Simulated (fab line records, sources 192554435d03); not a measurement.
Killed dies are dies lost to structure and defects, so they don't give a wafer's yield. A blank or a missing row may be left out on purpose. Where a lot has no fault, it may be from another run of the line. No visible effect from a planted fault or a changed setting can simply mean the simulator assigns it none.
Comparing a struck lot with a sound one :: flow n5-finfet :: 34 out of 1938 route steps
Sound: the wafers L738.3, L738.4, L738.6. The struck wafers were L757.1, L757.3, L757.5. The cause is named last.
At each step with rows: each side's tool, then ch and its chambers, then its first start. Under that, the readings that differ: sound wafers :: struck wafers :: difference of the means :: sigmas: that difference in standard deviations of wafers without a fault.
alike: readings with means less than 2 such deviations apart, plus words and numbers identical on both sides. not compared: withheld readings, readings lacking a value on some wafer, bounds such as >300 that could conceal the same value, and numbers that have no deviation in the record and whose values overlap.
A row with sigmas, a row that says differs or no value, or rows on one side alone: a step with any of these is where the two part. Numbers that don't overlap but have no deviation are shown without sigmas and don't part them. Lack of a reading on every wafer of one side parts them only where that side has two or more wafers.

first, 10 steps without rows for these wafers: N5_BEOL_M8_STRIP_80 (strips in N2/H2, time 10 s); N5_BEOL_M8_HM_STRIP_39 (strips TiN in peroxide tin strip, target depth 25 nm, time 158 s); N5_BEOL_M8_SRD_40 (time 30 s); N5_BEOL_M8_PRECLEAN_42 (cleans in residue remover, time 60 s); N5_BEOL_M8_SRD_43 (time 30 s); N5_BEOL_M8_CURE_75 (cures SiCOH lowk, time 120 s); N5_BEOL_M8_DEGAS_44 (time 60 s); N5_BEOL_M8_PRE_CLEAN_45 (time 30 s); N5_BEOL_M8_ALD_77 (deposits TaN, target thk 2 nm, pulse time 2 s, purge time 3 s); N5_BEOL_M8_SURFACE_TREAT_79.
N5_BEOL_M8_CVD_78: deposits Co from CCTBA/H2, target thk 2 nm, time 142.3 s.
  sound on cvd-co-01 ch 0,1, day 10 04:25; struck on cvd-co-01 ch 0,1,2, day 15 02:34
  not compared: since-wet-clean-h
then, 22 steps without rows for these wafers: N5_BEOL_M8_SPUTTER_48 (material Cu, target thk 10 nm, time 1.667 s); N5_BEOL_M8_ECD_50 (material Cu, target thk 300 nm); N5_BEOL_M8_ANNEAL_51 (time 90 s); N5_BEOL_M8_CMP_52 (polishes, stops on SiCOH lowk, t overpolish 6.9 s, target thk 80 nm); N5_BEOL_M8_PRE_CLEAN_55 (time 15 s); N5_BEOL_M8_DEP_56 (deposits SiCN from 3MS/NH3, target thk 10 nm, time 17.5 s); N5_BEOL_M9_ILD_DEP_00 (deposits SiCOH lowk from DEMS/porogen, target thk 308.51 nm, time 58 s); N5_BEOL_M9_CURE_71 (cures SiCOH lowk, time 240 s); N5_BEOL_M9_PECVD_70 (deposits SiO2 from TEOS/O2, target thk 20 nm, time 22.7 s); N5_BEOL_M9_HM_DEP_02 (deposits TiN, target thk 20 nm); N5_BEOL_M9_COAT_59 (time 60 s, resist thk 100 nm); N5_BEOL_M9_COAT_60 (time 60 s, resist thk 30 nm); N5_BEOL_M9_COAT_05 (resist thk 90 nm); N5_BEOL_M9_EBR_07; N5_BEOL_M9_SOFTBAKE_06 (time 60 s); N5_BEOL_M9_EXPOSE_08 (exposes mask M9); N5_BEOL_M9_PEB_09 (peb time 60 s); N5_BEOL_M9_DEVELOP_10 (develop time 30 s); N5_BEOL_M9_DESCUM_16 (chemistry O2, time 7.9 s); N5_BEOL_M9_ETCH_61 (etches SiARC in CF4, target depth 39 nm, time 65 s); N5_BEOL_M9_ETCH_62 (etches SOC in N2/H2, target depth 110 nm, overetch 22 nm, time 165 s); N5_BEOL_M9_STRIP_68 (strips in N2/H2).
-- a jump in the record: the struck wafers' starts before and after are 3 days apart (it breaks off in module BEOL_M9 and resumes in module PASSIVATION, where the first step shown is number 1936 of the route) --
N5_PASSIVATION_PROBE_49:
  only the struck wafers here have rows in the record (prober-02, day 17 21:10); the sound ones have none

## WHERE THEY PART
At N5_PASSIVATION_PROBE_49 and nowhere else, as far as this record goes.

WHY: what had been put in by the simulator
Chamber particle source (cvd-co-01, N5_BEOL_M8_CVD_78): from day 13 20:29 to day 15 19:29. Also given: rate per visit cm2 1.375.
